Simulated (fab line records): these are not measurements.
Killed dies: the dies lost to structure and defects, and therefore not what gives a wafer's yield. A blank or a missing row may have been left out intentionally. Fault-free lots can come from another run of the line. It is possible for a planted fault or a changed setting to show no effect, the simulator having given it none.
What tool caused it? | flow nand-harc | 14 lots, 42 wafers sampled, at 3 steps of a route of 1159

WHAT THE GAUGES READ, wafer by wafer
NHARC_P_CONTACT_CD_MEAS_19.
lot  | measured     | on        | cd-nm (nm)
L329 | day 5 14:13  | cd-sem-03 | 89.4 89.8 91.0
L330 | day 5 22:52  | cd-sem-01 | 88.0 89.7 89.4
L331 | day 6 11:00  | cd-sem-02 | 88.7 91.2 89.3
L332 | day 6 11:10  | cd-sem-02 | 91.2 90.4 90.9
L338 | day 7 22:55  | cd-sem-02 | 88.4 90.1 91.2
L340 | day 8 08:59  | cd-sem-02 | 90.6 91.5 91.4
L339 | day 8 09:13  | cd-sem-01 | 88.3 91.5 90.3
L344 | day 9 10:05  | cd-sem-02 | 88.9 88.3 89.2
L343 | day 9 11:59  | cd-sem-03 | 91.7 91.4 91.6
L345 | day 9 16:24  | cd-sem-01 | 89.3 88.9 90.8
L347 | day 10 00:49 | cd-sem-03 | 88.7 89.7 89.9
L350 | day 10 17:29 | cd-sem-03 | 91.9 91.2 90.4
L349 | day 10 18:06 | cd-sem-03 | 90.5 90.2 90.1
L351 | day 11 06:31 | cd-sem-02 | 91.4 89.9 90.9

NHARC_P_M0_OVL_MEAS_10: pitch 180 nm.
lot  | measured     | on         | overlay-x-nm (nm) | overlay-y-nm (nm)
L329 | day 5 20:15  | overlay-01 | 0.3 -0.6 -0.1     | 0.3 0.6 0.0
L330 | day 6 11:04  | overlay-02 | -1.0 -0.6 -0.2    | 0.7 0.3 0.4
L331 | day 6 14:12  | overlay-02 | -0.8 -0.5 -0.8    | 1.0 0.9 1.1
L332 | day 6 14:42  | overlay-02 | 0.6 0.5 0.6       | 0.4 0.7 1.5
L338 | day 8 02:03  | overlay-01 | -0.5 0.0 -0.6     | -0.7 -1.0 -0.3
L340 | day 8 13:11  | overlay-01 | -0.2 -0.4 -0.1    | 0.5 -0.2 -0.9
L339 | day 8 13:32  | overlay-02 | 0.4 -0.1 0.0      | 0.5 0.3 0.4
L344 | day 9 21:27  | overlay-01 | 0.6 0.5 0.3       | -0.1 -0.2 -0.9
L343 | day 9 22:00  | overlay-02 | -0.6 -1.1 -0.2    | 1.1 0.9 0.9
L345 | day 9 22:32  | overlay-01 | 0.7 0.5 0.6       | -1.5 -1.3 -1.6
L347 | day 10 04:01 | overlay-02 | -0.8 -1.0 -0.3    | 0.2 0.4 0.4
L350 | day 11 00:03 | overlay-01 | -1.0 -1.0 -0.8    | -0.9 -0.8 -0.9
L349 | day 10 23:54 | overlay-02 | 0.2 0.0 0.1       | -1.2 -0.8 -0.6
L351 | day 11 09:43 | overlay-02 | 0.3 -0.1 -0.2     | 0.1 0.0 -0.8

WHICH TOOL RAN EACH LOT (tool, then ch and the chambers of the sampled wafers, then the start)
lot  | NHARC_P_M0_PEB_07
L329 | litho-track-01 ch 0, day 5 20:05
L330 | litho-track-04 ch 0, day 6 10:53
L331 | litho-track-04 ch 0, day 6 14:02
L332 | litho-track-06 ch 0, day 6 14:32
L338 | litho-track-06 ch 0, day 8 01:53
L340 | litho-track-06 ch 0, day 8 13:00
L339 | litho-track-06 ch 0, day 8 13:22
L344 | litho-track-04 ch 0, day 9 21:17
L343 | litho-track-04 ch 0, day 9 21:50
L345 | litho-track-01 ch 0, day 9 22:22
L347 | litho-track-01 ch 0, day 10 03:52
L350 | litho-track-01 ch 0, day 10 23:53
L349 | litho-track-01 ch 0, day 10 23:44
L351 | litho-track-01 ch 0, day 11 09:33
- NHARC_P_M0_PEB_07: peb time 65 s.

WHAT THE TOOLS THEMSELVES READ (means of the sampled wafers that have a number; where no wafer has one, the mark that the record gives instead)
NHARC_P_M0_PEB_07.
lot  | tool           | chill-plate-temp-C (C) | heater-power-total-W (W) | plate-temp-C (C)
L329 | litho-track-01 | 23.10                  | 156.9                    | 100.04
L330 | litho-track-04 | 23.07                  | 156.9                    | 99.88
L331 | litho-track-04 | 22.98                  | 156.7                    | 100.04
L332 | litho-track-06 | 23.05                  | 156.2                    | 99.77
L338 | litho-track-06 | 23.08                  | 148.8                    | 96.17
L340 | litho-track-06 | 22.97                  | 148.1                    | 96.32
L339 | litho-track-06 | 22.93                  | 148.3                    | 96.08
L344 | litho-track-04 | 22.94                  | 156.9                    | 99.78
L343 | litho-track-04 | 22.94                  | 156.7                    | 100.24
L345 | litho-track-01 | 22.95                  | 156.5                    | 99.82
L347 | litho-track-01 | 23.08                  | 156.2                    | 100.17
L350 | litho-track-01 | 23.02                  | 156.9                    | 99.91
L349 | litho-track-01 | 23.03                  | 156.3                    | 99.98
L351 | litho-track-01 | 23.01                  | 156.4                    | 100.10

THE ANSWER, worked out from the rows above alone
Rule: what is usual is taken from the lots themselves. The widest of any qualifying gaps counts: lots, ordered by their means at a reading, are off when they make up no more than a third of the lots, leave a main group of 4 or more, and stand apart from it by 3 or more times the standard deviation of that group's means. A main group is skipped when, at the precision printed for the reading in the tables above, its means are all equal. Also off: a lot with no number at a reading for which 4 or more lots have one. All remaining lots with rows at the step are treated as sound. First the gauges in route order, then the tools' own readings, where a lot's mean is used as printed above. At the first step where some lot is off, the reading lying furthest off is the one used; lots without a number count as furthest.
Off: L338, L340, L339, at NHARC_P_M0_PEB_07 (heater-power-total-W). For the main group the mean is 156.6 W and the standard deviation 0.28.
A tool fits if, at that step or a process step before it, it ran every lot that is off, and no sound lot after the first of them. One candidate fits, namely litho-track-06 at NHARC_P_M0_PEB_07. A fault onset in the window from L332 (day 6 14:32, its last sound lot) to L338 (day 8 01:53, its first lot off) fits.
The tool's own readings at NHARC_P_M0_PEB_07 bear it out: on the lots that are off they differ by more than 5 times the standard deviation of the sound lots' means. heater-power-total-W reads 148.4 W there against 156.6 W on the sound lots; plate-temp-C reads 96.19 C there against 99.98 C on the sound lots.

WHAT HAD BEEN PUT IN BY THE SIMULATOR
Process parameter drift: litho-track-06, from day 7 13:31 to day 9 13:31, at NHARC_P_M0_PEB_07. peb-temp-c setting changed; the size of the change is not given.
Lots struck among those shown: L338, L340, L339. The same result came from the rule above.
